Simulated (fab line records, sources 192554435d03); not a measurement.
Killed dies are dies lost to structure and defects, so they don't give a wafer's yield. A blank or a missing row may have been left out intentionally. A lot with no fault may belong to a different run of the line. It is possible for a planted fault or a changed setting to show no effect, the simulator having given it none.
fab line records	flow n5-finfet	part 1 of 2: steps 1 to 4 of 6
record: lots: 19	wafers: 57	last-day: 19
route steps=1938 shown BEOL_M0_SAQP@654 BEOL_M0@721 BEOL_M1@768
lots with no fault: from the same line, run without faults
start-h: hours from the record's opening day to when the first of the lot's shown wafers began	wait-h: how many hours have passed since the lot's step before this one	" as in the row above	L1.1+2: a row that stands for several wafers	- no value, or no start was given	* or withheld: withheld	< > ~ a bound
route shown NAME@n: a module of which the file shows steps, and the number in the route of the first	usual: average and standard deviation across the fault-free wafers	same: alike in all rows	chamber/n: place in a boat	sites: readings site by site	_std_site: the values' standard deviation	_edge_site: the outer-site mean with the inner-site mean subtracted	radius-mm: how far each site lies from the wafer's centre	mask NAME#n: copy n	behind: the last tool/chamber to shape the wafer	hold: reason for holding the lot/hours on hold/outcome of the hold	device: the n, p or np transistor that did not switch	end of line: the tests these same wafers got at the end of their route	a step without rows: its recipe alone	killed: count of dies lost to structure and defects at first sort (not the wafer's yield)	map: the dies of a wafer, with x for killed, . for not killed, _ for no die there
set.NAME: setting as actually run; set.NAME@STEP: the setting as run at that earlier step	model.NAME: the simulator's own value behind a step, which no gauge read
the route's steps for a sample of lots (tables are steps, rows are wafers)
services: from which hour (start-h, from the record's first day; less than 0 if before it) a tool's chamber was out of use, for how many hours, and why
== steps ==
step: N5_BEOL_M0_SAQP_ETCH_84
recipe: chemistry: N2/H2	target: SOC	target-depth-a: 1000	overetch-a: 200	mask-material: SiARC	temp-c: 40	time-s: 150	ion-energy-ev: 200	pressure-mtorr: 30	source-w: 840	bias-w: 150	n2-flow-sccm: 200	h2-flow-sccm: 200
usual: drypump-motor-current-A: 5.5/0.37	oes-product-au: 0.69/0.068	rf-vpp-V: 524.6/2.4	showerhead-plenum-p-Torr: 2.57/0.087	throttle-valve-pct: 17.98/0.25
lot.wafer	tool	chamber	start-h	wait-h	drypump-motor-current-A	oes-product-au	rf-hours-counter-h	rf-vpp-V	showerhead-plenum-p-Torr	throttle-valve-pct
L074.1	rie-diel-04	3	111.77	0.0	5.4	0.63	207	523.6	2.53	18.20
L074.4	"	1	"	"	5.0	0.69	125	527.3	2.65	17.83
L074.6	"	0	"	"	5.5	0.67	-	526.0	2.65	17.64
L075.2	rie-diel-05	1	114.89	0.0	6.2	0.75	63	523.8	2.60	18.12
L075.4	"	2	"	"	5.7	0.69	134	519.9	2.44	17.98
L075.5	"	2	"	"	5.7	0.68	-	521.9	2.44	17.98
L077.1	rie-diel-04	2	123.19	0.0	5.0	0.62	248	525.3	2.60	18.21
L077.2	"	0	"	"	5.5	0.67	172	526.3	2.65	17.66
L077.4	"	3	"	"	5.4	0.62	209	523.7	2.53	18.21
L078.1	rie-diel-05	0	135.30	0.0	4.9	0.61	236	526.2	2.63	18.62
L078.2	"	3	"	"	5.3	0.68	158	519.1	2.43	17.70
L078.4	"	2	"	"	5.7	0.69	139	521.0	2.43	17.99
L079.1	rie-diel-04	3	139.24	0.0	5.4	0.61	214	522.5	2.53	18.21
L079.4	"	1	"	"	5.0	0.69	-	527.7	2.64	17.82
L079.6	"	0	"	"	5.5	0.67	-	526.7	2.65	17.65
L080.2	rie-diel-05	0	143.04	0.0	5.0	0.60	239	526.3	2.63	18.63
L080.3	"	2	"	"	5.7	0.68	140	521.2	2.43	17.98
L080.4	"	1	"	"	6.2	0.74	71	523.9	2.59	18.15
L081.3	rie-diel-05	1	150.64	0.0	6.2	0.74	74	525.0	2.59	18.14
L081.4	"	0	"	"	5.0	0.60	241	525.6	2.63	18.65
L081.6	"	2	"	"	5.6	0.68	-	521.3	2.43	18.00
L082.3	rie-diel-04	0	157.21	0.0	5.4	0.67	184	527.0	2.64	17.66
L082.4	"	1	"	"	5.0	0.69	140	526.7	2.64	17.83
L082.6	"	0	"	"	5.4	0.67	-	526.6	2.64	17.65
L083.2	rie-diel-02	0	161.27	0.0	5.6	0.70	102	524.4	2.58	18.00
L083.5	"	1	"	"	6.1	0.79	-	525.2	2.59	18.11
L083.6	"	0	"	"	5.6	0.70	-	523.6	2.58	18.02
L084.1	rie-diel-02	2	170.61	0.0	5.7	0.67	152	526.6	2.65	17.86
L084.3	"	3	"	"	5.7	0.83	12	528.3	2.72	17.66
L084.5	"	0	"	"	5.6	0.71	-	526.3	2.58	18.02
L085.2	rie-diel-05	3	175.92	0.0	5.4	0.67	170	520.0	2.42	17.71
L085.4	"	2	"	"	5.7	0.67	149	521.1	2.43	18.00
L085.6	"	0	"	"	5.0	0.60	-	527.0	2.63	18.64
L086.1	rie-diel-02	2	177.95	0.0	5.8	0.67	154	525.2	2.65	17.84
L086.2	"	3	"	"	5.7	0.83	13	526.7	2.72	17.67
L086.3	"	1	"	"	6.1	0.78	46	526.1	2.59	18.12
L087.1	rie-diel-04	1	182.43	0.0	5.0	0.68	147	526.9	2.64	17.86
L087.2	"	2	"	"	5.0	0.82	8	527.1	2.60	17.80
L087.5	"	3	"	"	5.4	0.61	-	522.5	2.52	18.25
L090.1	rie-diel-05	1	203.62	0.0	6.2	0.72	93	523.4	2.58	18.16
L090.5	"	3	"	"	5.4	0.67	-	520.3	2.41	17.74
L090.6	"	1	"	"	6.2	0.72	-	525.3	2.58	18.19
L093.2	rie-diel-02	1	225.17	0.0	6.0	0.76	58	524.2	2.58	18.14
L093.4	"	3	"	"	5.7	0.81	25	528.0	2.71	17.67
L093.6	"	3	"	"	5.7	0.81	-	529.5	2.72	17.67
L094.4	rie-diel-02	0	232.01	0.0	5.6	0.69	-	523.3	2.57	18.05
L094.5	"	2	"	"	5.8	0.66	-	525.8	2.65	17.88
L094.6	"	3	"	"	5.8	0.80	-	528.3	2.71	17.70
L095.1	rie-diel-04	0	241.13	0.0	5.5	0.65	212	527.0	2.63	17.72
L095.3	"	3	"	"	5.4	0.60	249	522.7	2.52	18.27
L095.6	"	3	"	"	5.4	0.60	-	523.6	2.52	18.29
L097.1	rie-diel-04	3	245.28	0.0	5.3	0.60	250	523.7	2.52	18.28
L097.3	"	2	"	"	5.0	0.79	29	525.9	2.59	17.84
L097.6	"	0	"	"	5.4	0.64	-	526.2	2.63	17.73
L096.1	rie-diel-04	0	249.16	0.0	5.4	0.65	214	526.7	2.63	17.72
L096.3	"	1	"	"	5.0	0.67	160	526.7	2.63	17.87
L096.4	"	0	"	"	5.5	0.65	-	526.3	2.63	17.70
step: N5_BEOL_M0_SAQP_ETCH_102
recipe: chemistry: CF4	target: SiO2	target-depth-a: 40	ion-energy-ev: 350	time-s: 4.4	pressure-mtorr: 10	icp-w: 800	bias-w: 400	cf4-flow-sccm: 80
usual: drypump-motor-current-A: 6.0/0.35	oes-product-au: 1.004/0.026	throttle-valve-pct: 21.72/0.21
lot.wafer	tool	chamber	start-h	wait-h	drypump-motor-current-A	oes-product-au	rf-hours-counter-h	throttle-valve-pct
L074.1	rie-si-04	2	113.40	0.1	5.4	1.039	170	21.93
L074.4	"	1	"	"	6.1	1.015	49	21.76
L074.6	"	2	"	"	5.4	1.047	-	21.94
L075.2	rie-si-06	0	116.77	0.1	6.3	0.993	45	21.38
L075.4	"	3	"	"	5.9	0.960	120	22.14
L075.5	"	1	"	"	6.0	0.995	-	21.56
L077.1	rie-si-06	2	124.81	0.1	5.5	0.998	11	21.71
L077.2	"	0	"	"	6.3	1.000	45	21.39
L077.4	"	1	"	"	6.0	0.994	70	21.58
L078.1	rie-si-06	3	136.93	0.1	5.9	0.973	121	22.13
L078.2	"	2	"	"	5.5	1.002	11	21.71
L078.4	"	0	"	"	6.3	1.000	45	21.37
L079.1	rie-si-06	2	141.75	0.1	5.5	1.001	11	21.74
L079.4	"	0	"	"	6.3	0.996	45	21.38
L079.6	"	3	"	"	5.9	0.968	-	22.14
L080.2	rie-si-04	3	144.66	0.1	6.6	1.001	31	21.71
L080.3	"	1	"	"	6.1	1.004	49	21.74
L080.4	"	0	"	"	6.2	1.001	106	21.63
L081.3	rie-si-04	3	152.29	0.1	6.6	0.998	31	21.71
L081.4	"	1	"	"	6.1	1.009	50	21.75
L081.6	"	2	"	"	5.5	1.025	-	21.93
L082.3	rie-si-04	0	159.19	0.1	6.3	0.997	107	21.63
L082.4	"	3	"	"	6.6	0.999	31	21.71
L082.6	"	2	"	"	5.5	1.045	-	21.92
L083.2	rie-si-01	3	163.00	0.1	5.6	0.950	79	21.62
L083.5	"	1	"	"	6.2	0.996	-	21.89
L083.6	"	0	"	"	6.1	1.019	-	21.36
L084.1	rie-si-01	2	172.29	0.1	6.3	1.050	26	21.70
L084.3	"	3	"	"	5.6	0.965	79	21.63
L084.5	"	0	"	"	6.1	1.044	-	21.39
L085.2	rie-si-04	0	177.55	0.1	6.2	1.001	107	21.62
L085.4	"	3	"	"	6.5	0.999	31	21.69
L085.6	"	1	"	"	6.0	1.032	-	21.74
L086.1	rie-si-04	1	179.89	0.1	6.1	1.025	50	21.75
L086.2	"	3	"	"	6.6	0.999	31	21.73
L086.3	"	2	"	"	5.5	1.035	171	21.95
L087.1	rie-si-01	3	185.17	0.1	5.6	0.955	79	21.62
L087.2	"	0	"	"	6.1	1.039	62	21.37
L087.5	"	2	"	"	6.3	1.043	-	21.70
L090.1	rie-si-06	1	205.50	0.1	6.0	0.985	71	21.58
L090.5	"	3	"	"	5.9	0.966	-	22.14
L090.6	"	2	"	"	5.5	0.991	-	21.73
L093.2	rie-si-01	0	226.86	0.1	6.1	1.034	62	21.36
L093.4	"	3	"	"	5.6	0.955	80	21.64
L093.6	"	3	"	"	5.6	0.959	-	21.63
L094.4	rie-si-01	3	234.10	0.1	5.6	0.946	80	21.64
L094.5	"	0	"	"	6.1	1.028	-	21.37
L094.6	"	3	"	"	5.6	0.954	-	21.63
L095.1	rie-si-04	0	242.76	0.1	6.2	1.004	108	21.65
L095.3	"	3	"	"	6.6	1.007	32	21.72
L095.6	"	3	"	"	6.6	0.999	-	21.72
L097.1	rie-si-04	2	246.90	0.1	5.5	1.046	173	21.94
L097.3	"	0	"	"	6.2	1.001	108	21.63
L097.6	"	0	"	"	6.2	1.007	-	21.65
L096.1	rie-si-04	3	251.54	0.1	6.6	1.007	32	21.71
L096.3	"	1	"	"	6.1	1.016	51	21.76
L096.4	"	0	"	"	6.2	1.011	108	21.63
step: N5_BEOL_M0_SAQP_ETCH_73
recipe: chemistry: CF4	target: SiARC	target-depth-a: 195	mask-material: CAR-EUV	time-s: 32.5	ion-energy-ev: 80	pressure-mtorr: 40	source-w: 545	bias-w: 36	Ar_flow_sccm: 100	cf4-flow-sccm: 100	ends: cleared
usual: drypump-motor-current-A: 5.6/0.36	etch-rf-on-time-s: 32.5/0.73	mfc-ar-sccm: 99.98/0.3	oes-product-au: 0.68/0.074	rf-vpp-V: 184.5/1.1	showerhead-plenum-p-Torr: 2.18/0.069	throttle-valve-pct: 15.71/0.14
lot.wafer	tool	chamber	start-h	wait-h	drypump-motor-current-A	etch-rf-on-time-s	mfc-ar-sccm	oes-product-au	rf-hours-counter-h	rf-vpp-V	showerhead-plenum-p-Torr	throttle-valve-pct
L074.1	rie-diel-05	2	115.50	0.0	5.6	32.3	99.95	0.67	134	181.4	2.05	15.73
L074.4	"	3	"	"	5.4	32.7	100.10	0.66	153	182.0	2.08	15.67
L074.6	"	2	"	"	5.6	32.5	99.82	0.66	-	182.8	2.05	15.73
L075.2	rie-diel-04	1	119.01	0.0	5.0	34.5	99.78	0.64	127	186.0	2.24	15.67
L075.4	"	3	"	"	5.4	32.5	99.85	0.58	208	183.5	2.11	15.94
L075.5	"	3	"	"	5.4	32.5	100.03	0.59	-	183.6	2.11	15.93
L077.1	rie-diel-02	2	127.15	0.0	5.7	32.1	100.28	0.65	139	185.3	2.23	15.61
L077.2	"	1	"	"	6.0	31.9	100.34	0.77	31	184.3	2.18	15.77
L077.4	"	0	"	"	5.5	32.6	100.30	0.68	-	184.7	2.18	15.71
L078.1	rie-diel-02	2	139.25	0.0	5.7	32.7	100.34	0.64	143	185.5	2.23	15.63
L078.2	"	0	"	"	5.6	33.1	99.78	0.67	95	185.6	2.18	15.73
L078.4	"	3	"	"	5.7	32.3	99.56	0.84	2	186.8	2.30	15.49
L079.1	rie-diel-02	2	144.00	0.0	5.7	32.6	99.90	0.65	145	185.2	2.23	15.61
L079.4	"	3	"	"	5.7	31.9	100.04	0.83	4	185.2	2.30	15.49
L079.6	"	3	"	"	5.7	32.2	100.42	0.83	-	185.0	2.29	15.48
L080.2	rie-diel-02	2	147.88	0.0	5.7	32.1	100.07	0.65	146	186.0	2.23	15.60
L080.3	"	0	"	"	5.5	32.8	99.85	0.67	99	185.7	2.18	15.74
L080.4	"	1	"	"	6.0	32.1	99.78	0.77	38	184.2	2.18	15.80
L081.3	rie-diel-02	0	154.39	0.0	5.5	32.6	99.93	0.67	101	184.4	2.18	15.75
L081.4	"	1	"	"	6.0	32.1	100.23	0.75	40	184.3	2.18	15.80
L081.6	"	1	"	"	6.0	32.2	99.81	0.76	-	184.2	2.18	15.81
L082.3	rie-diel-04	0	161.48	0.0	5.4	32.2	100.47	0.64	184	186.1	2.23	15.52
L082.4	"	2	"	"	4.9	32.0	100.02	0.82	2	185.5	2.20	15.64
L082.6	"	2	"	"	4.9	32.1	100.22	0.83	-	185.5	2.20	15.65
L083.2	rie-diel-05	2	166.63	0.0	5.7	32.6	99.30	0.64	148	183.2	2.04	15.76
L083.5	"	2	"	"	5.7	32.6	99.57	0.65	-	183.1	2.04	15.76
L083.6	"	1	"	"	6.2	32.9	100.24	0.69	-	184.9	2.16	15.63
L084.1	rie-diel-02	0	174.52	0.0	5.6	32.6	100.30	0.67	106	183.7	2.18	15.75
L084.3	"	1	"	"	6.0	31.6	99.92	0.76	45	183.5	2.17	15.81
L084.5	"	0	"	"	5.6	32.5	100.10	0.67	-	185.1	2.18	15.77
L085.2	rie-diel-05	1	180.31	0.0	6.2	32.6	99.70	0.70	82	184.2	2.16	15.62
L085.4	"	0	"	"	5.0	33.3	99.90	0.56	249	185.8	2.19	16.15
L085.6	"	0	"	"	5.0	33.4	100.06	0.57	-	185.5	2.19	16.17
L086.1	rie-diel-02	3	182.70	0.0	5.7	31.9	99.89	0.80	15	185.2	2.29	15.50
L086.2	"	1	"	"	6.0	31.9	99.97	0.76	47	184.7	2.17	15.80
L086.3	"	0	"	"	5.6	32.9	100.27	0.67	108	184.7	2.17	15.78
L087.1	rie-diel-04	2	188.42	0.0	5.0	32.1	100.76	0.79	9	185.3	2.20	15.66
L087.2	"	0	"	"	5.4	32.4	100.14	0.63	193	185.0	2.23	15.56
L087.5	"	0	"	"	5.4	32.7	99.98	0.63	-	184.3	2.23	15.54
L090.1	rie-diel-02	3	208.12	0.0	5.7	31.5	99.69	0.79	21	185.0	2.29	15.50
L090.5	"	0	"	"	5.5	32.6	100.35	0.66	-	184.1	2.17	15.77
L090.6	"	1	"	"	6.0	32.0	99.40	0.75	-	184.3	2.17	15.82
L093.2	rie-diel-02	3	229.08	0.0	5.7	31.2	99.52	0.78	26	184.5	2.29	15.52
L093.4	"	0	"	"	5.6	32.1	100.60	0.66	119	182.9	2.17	15.79
L093.6	"	1	"	"	6.0	31.4	99.82	0.75	-	184.3	2.17	15.84
L094.4	rie-diel-04	0	236.32	0.0	5.5	32.4	100.30	0.61	211	186.2	2.22	15.58
L094.5	"	0	"	"	5.5	32.8	100.14	0.62	-	185.4	2.22	15.57
L094.6	"	1	"	"	5.0	34.7	100.16	0.62	-	184.4	2.23	15.75
L095.1	rie-diel-05	0	245.49	0.0	4.9	32.2	100.21	0.79	12	185.4	2.19	15.69
L095.3	"	3	"	"	5.4	32.4	100.03	0.62	196	184.0	2.06	15.76
L095.6	"	3	"	"	5.4	32.7	100.20	0.63	-	184.6	2.06	15.76
L097.1	rie-diel-04	1	249.40	0.0	5.0	34.5	99.68	0.61	160	185.1	2.23	15.74
L097.3	"	2	"	"	4.9	31.7	99.57	0.76	30	183.9	2.19	15.71
L097.6	"	1	"	"	5.0	34.9	99.62	0.62	-	185.2	2.23	15.74
L096.1	rie-diel-02	0	253.78	0.0	5.5	33.0	99.76	0.64	126	184.2	2.17	15.80
L096.3	"	1	"	"	6.0	32.0	100.03	0.73	65	185.3	2.17	15.84
L096.4	"	3	"	"	5.7	32.2	100.05	0.76	34	186.1	2.28	15.55
step: N5_BEOL_M0_TRENCH_ETCH_107
recipe: chemistry: C4F6/O2	target-depth-a: 328	target: SiOC	time-s: 16.4	ion-energy-ev: 250	pressure-mtorr: 30	source-w: 355	bias-w: 185	Ar_flow_sccm: 300	C4F6_flow_sccm: 10	O2_flow_sccm: 10
usual: C4F6_flow_sccm: 10.00/0.03	drypump-motor-current-A: 5.6/0.35	mfc-ar-sccm: 299.9/1	oes_f_703_au: 0.76/0.069	oes-product-au: 0.76/0.07	rf-vpp-V: 665/13	showerhead-plenum-p-Torr: 2.88/0.071	throttle-valve-pct: 20.9/0.3
lot.wafer	tool	chamber	start-h	wait-h	C4F6_flow_sccm	drypump-motor-current-A	mfc-ar-sccm	oes_f_703_au	oes-product-au	rf-hours-counter-h	rf-vpp-V	showerhead-plenum-p-Torr	throttle-valve-pct
L074.1	rie-diel-03	0	127.08	0.0	9.99	5.3	301.2	0.68	0.69	230	668	2.95	21.4
L074.4	"	1	"	"	10.01	5.8	301.3	0.76	0.79	98	685	2.86	20.7
L074.6	"	3	"	"	10.03	5.1	300.2	0.74	0.75	-	660	2.85	20.8
L075.2	rie-diel-03	3	127.20	0.0	9.98	5.1	299.3	0.74	0.75	144	661	2.85	20.8
L075.4	"	1	"	"	9.97	5.8	300.1	0.76	0.79	98	685	2.86	20.7
L075.5	"	0	"	"	9.96	5.3	301.1	0.67	0.69	-	669	2.95	21.4
L077.1	rie-diel-03	0	130.19	0.0	9.96	5.3	299.6	0.67	0.69	231	670	2.95	21.4
L077.2	"	1	"	"	10.00	5.8	301.1	0.75	0.80	99	686	2.86	20.7
L077.4	"	2	"	"	9.96	6.2	300.6	0.72	0.72	185	672	2.82	20.8
L078.1	rie-diel-01	0	143.00	0.0	9.99	5.7	299.2	0.89	0.87	45	666	3.00	20.4
L078.2	"	3	"	"	9.95	5.5	300.4	0.88	0.90	27	666	2.80	20.6
L078.4	"	1	"	"	9.98	5.5	299.7	0.78	0.78	162	669	2.95	21.0
L079.1	rie-diel-01	2	147.12	0.0	10.00	5.7	300.0	0.68	0.68	220	678	2.93	21.2
L079.4	"	0	"	"	9.96	5.7	300.1	0.88	0.86	47	666	2.99	20.4
L079.6	"	0	"	"	10.02	5.8	298.5	0.89	0.86	-	664	2.99	20.4
L080.2	rie-diel-06	1	150.81	0.0	10.00	5.6	299.0	0.74	0.72	219	651	2.91	21.2
L080.3	"	3	"	"	10.00	5.1	300.5	0.75	0.72	171	632	2.98	21.4
L080.4	"	3	"	"	10.00	5.1	299.2	0.75	0.72	-	634	2.98	21.4
L081.3	rie-diel-03	2	156.91	0.0	10.00	6.3	301.2	0.71	0.72	196	669	2.82	20.8
L081.4	"	0	"	"	10.05	5.3	301.9	0.67	0.68	240	669	2.95	21.5
L081.6	"	2	"	"	10.01	6.3	299.7	0.71	0.71	-	671	2.82	20.8
L082.3	rie-diel-06	1	164.74	0.0	10.01	5.7	300.3	0.73	0.71	223	648	2.91	21.2
L082.4	"	3	"	"	10.06	5.1	299.3	0.75	0.71	176	632	2.97	21.4
L082.6	"	3	"	"	10.06	5.1	301.3	0.74	0.71	-	633	2.98	21.4
L083.2	rie-diel-01	2	169.99	0.0	9.98	5.7	297.8	0.67	0.68	228	678	2.93	21.2
L083.5	"	1	"	"	9.99	5.5	300.6	0.77	0.76	-	667	2.95	21.0
L083.6	"	2	"	"	10.03	5.7	298.9	0.67	0.68	-	679	2.92	21.3
L084.1	rie-diel-01	3	179.25	0.0	9.99	5.5	301.0	0.86	0.87	39	667	2.80	20.6
L084.3	"	0	"	"	10.05	5.8	300.5	0.88	0.86	58	665	2.99	20.4
L084.5	"	1	"	"	9.98	5.5	299.8	0.77	0.77	-	668	2.95	21.0
L085.2	rie-diel-06	0	184.55	0.0	10.01	5.9	298.9	0.84	0.83	77	651	2.75	20.6
L085.4	"	3	"	"	9.97	5.1	298.5	0.74	0.72	182	633	2.97	21.4
L085.6	"	0	"	"	10.06	5.9	300.3	0.85	0.83	-	652	2.75	20.6
L086.1	rie-diel-03	0	187.65	0.0	10.00	5.3	299.5	0.66	0.68	248	668	2.94	21.5
L086.2	"	2	"	"	9.91	6.3	300.0	0.70	0.71	207	670	2.81	20.9
L086.3	"	3	"	"	10.02	5.1	300.7	0.72	0.73	165	660	2.84	20.9
L087.1	rie-diel-06	0	190.92	0.0	10.02	5.9	299.2	0.85	0.83	79	652	2.75	20.6
L087.2	"	3	"	"	9.97	5.1	302.4	0.74	0.71	184	633	2.97	21.4
L087.5	"	3	"	"	9.98	5.1	301.2	0.74	0.71	-	634	2.97	21.4
L090.1	rie-diel-01	2	211.00	0.0	10.02	5.7	301.1	0.66	0.67	242	678	2.92	21.3
L090.5	"	2	"	"	9.99	5.6	301.6	0.66	0.67	-	677	2.92	21.2
L090.6	"	3	"	"	10.02	5.5	298.9	0.83	0.85	-	666	2.79	20.6
L093.2	rie-diel-01	0	231.09	0.0	9.99	5.7	299.6	0.85	0.84	76	667	2.98	20.4
L093.4	"	2	"	"	9.97	5.7	300.3	0.66	0.67	249	677	2.91	21.3
L093.6	"	1	"	"	10.02	5.5	299.3	0.75	0.75	-	668	2.94	21.0
L094.4	rie-diel-03	2	242.11	0.0	10.04	6.3	300.4	0.69	0.68	228	670	2.80	20.9
L094.5	"	2	"	"	9.97	6.3	300.2	0.69	0.69	-	669	2.80	20.9
L094.6	"	3	"	"	9.99	5.1	298.2	0.71	0.71	-	660	2.83	20.9
L095.1	rie-diel-06	3	247.85	0.0	9.93	5.1	301.9	0.73	0.71	199	634	2.96	21.5
L095.3	"	1	"	"	9.97	5.7	301.1	0.71	0.70	246	650	2.90	21.2
L095.6	"	3	"	"	9.98	5.1	299.1	0.73	0.70	-	635	2.96	21.5
L097.1	rie-diel-03	3	263.45	0.0	9.94	5.1	298.9	0.70	0.70	193	661	2.83	20.9
L097.3	"	1	"	"	10.01	5.8	301.4	0.72	0.75	148	684	2.84	20.7
L097.6	"	0	"	"	10.02	5.3	300.3	0.85	0.88	-	669	2.93	21.1
L096.1	rie-diel-01	2	263.78	0.0	10.01	5.7	302.2	0.92	0.97	1	677	2.91	20.8
L096.3	"	0	"	"	10.00	5.7	298.7	0.83	0.81	92	666	2.97	20.4
L096.4	"	1	"	"	9.95	5.5	300.7	0.74	0.73	210	668	2.93	21.0
